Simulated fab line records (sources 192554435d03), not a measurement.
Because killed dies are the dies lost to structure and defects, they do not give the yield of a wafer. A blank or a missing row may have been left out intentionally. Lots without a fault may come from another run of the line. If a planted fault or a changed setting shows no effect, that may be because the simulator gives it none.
Problem report in the 8D (eight disciplines) form, filled by code || flow n5 finfet || the parts of the form that need people (team, actions taken, sign-off) are left out

== 1. THE PROBLEM ==
Wafers without a fault read 250.2 nm, standard deviation 1.6; cd nm at N5_BEOL_M14_CD_MEAS_10 reads a mean of 268.6 nm on 6 wafers belonging to 2 lots. Relative to the usual mean, that is a shift of +12 standard deviations.
The step: target cd 250 nm.
First seen on wafer L126.1, day 13 18:14, on cd sem-03. The record holds 33 wafers of 11 lots with a number at this step. The rule behind "out" and "out of limits": a value lying over 4 standard deviations away from the usual mean. All remaining wafers that have a number are taken as sound.

== 2. WHAT IT IS; WHAT IT IS NOT ==
{"question": "which readings at this step", "is": "cd nm", "is not": "-"}
{"question": "which lots", "is": "L126, L127", "is not": "L117, L118, L119, L120, L122, L124, L132, L133, L135"}
{"question": "which wafers of those lots", "is": "all that have a number", "is not": "-"}
{"question": "read on which gauges", "is": "cd sem-01, cd sem-03", "is not": "cd sem-02"}
{"question": "when", "is": "from day 13 18:14", "is not": "up to then (18 sound wafers); but 9 sound wafers of L132, L133, L135 came after"}

== 3. THE SUSPECTS, EACH WITH WHAT RULES IT OUT ==
Counting: a tool at a process step up to the reading stays a suspect if it ran every lot that is out and no sound lot after the first of them.
- the gauge at N5_BEOL_M14_CD_MEAS_10 has been ruled out. Those wafers that are out were read across 2 gauges (cd sem-01, cd sem-03).
- krf scanner-01 at N5_BEOL_M14_EXPOSE_07 (exposes mask V13): kept. It ran every lot that is out, first L126 (day 13 18:04), and no sound lot after that; its last sound lot up to then is L122 (day 12 06:15). Out on those wafers are its own readings of exposure dose mJ cm2.
Left after counting: krf scanner-01 at N5_BEOL_M14_EXPOSE_07.

== 4. THE CAUSE (what the simulator had put in) ==
Process parameter drift: krf scanner-01, from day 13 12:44 on, at N5_BEOL_M14_EXPOSE_07. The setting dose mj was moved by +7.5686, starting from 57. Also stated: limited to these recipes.
After counting, this tool was the only one left.

== 5. THE CHAIN OF EFFECTS, in route order ==
Each row: a reading whose mean over the struck wafers that have a number lies more than 3 standard deviations from the usual. Readings are gone through only where the record gives a usual standard deviation; hours: the median, over the lots, of the time from a lot's start at the first step in this table giving one to that lot's start at this step; sigmas: the change measured in usual standard deviations.
{"hours": 0, "step": "N5_BEOL_M14_EXPOSE_07", "reading": "exposure dose mJ cm2", "usual": 57.10, "on struck wafers": 63.44, "change": "+6.34", "sigmas": "+49"}
{"hours": 0, "step": "N5_BEOL_M14_CD_MEAS_10", "reading": "cd nm", "usual": "250.2 nm", "on struck wafers": 268.6, "change": "+18.4", "sigmas": "+12"}
Process steps it contains:
- N5_BEOL_M14_EXPOSE_07: exposes mask V13.

== 6. WHAT WOULD HAVE CAUGHT IT SOONER ==
The first out-of-limits reading at a measuring or inspecting step in this record came at day 13 18:14, 5 hours after the fault's start at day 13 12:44.
Tool's own readings at N5_BEOL_M14_EXPOSE_07, exposure dose mJ cm2: out on all struck wafers the step has rows for; an alarm limit on them would have tripped on the first.
L127, from the lots that are out (2), started N5_BEOL_M14_EXPOSE_07 on krf scanner-01 later than day 13 18:14. Had the tool been put on hold then, it would have been spared.
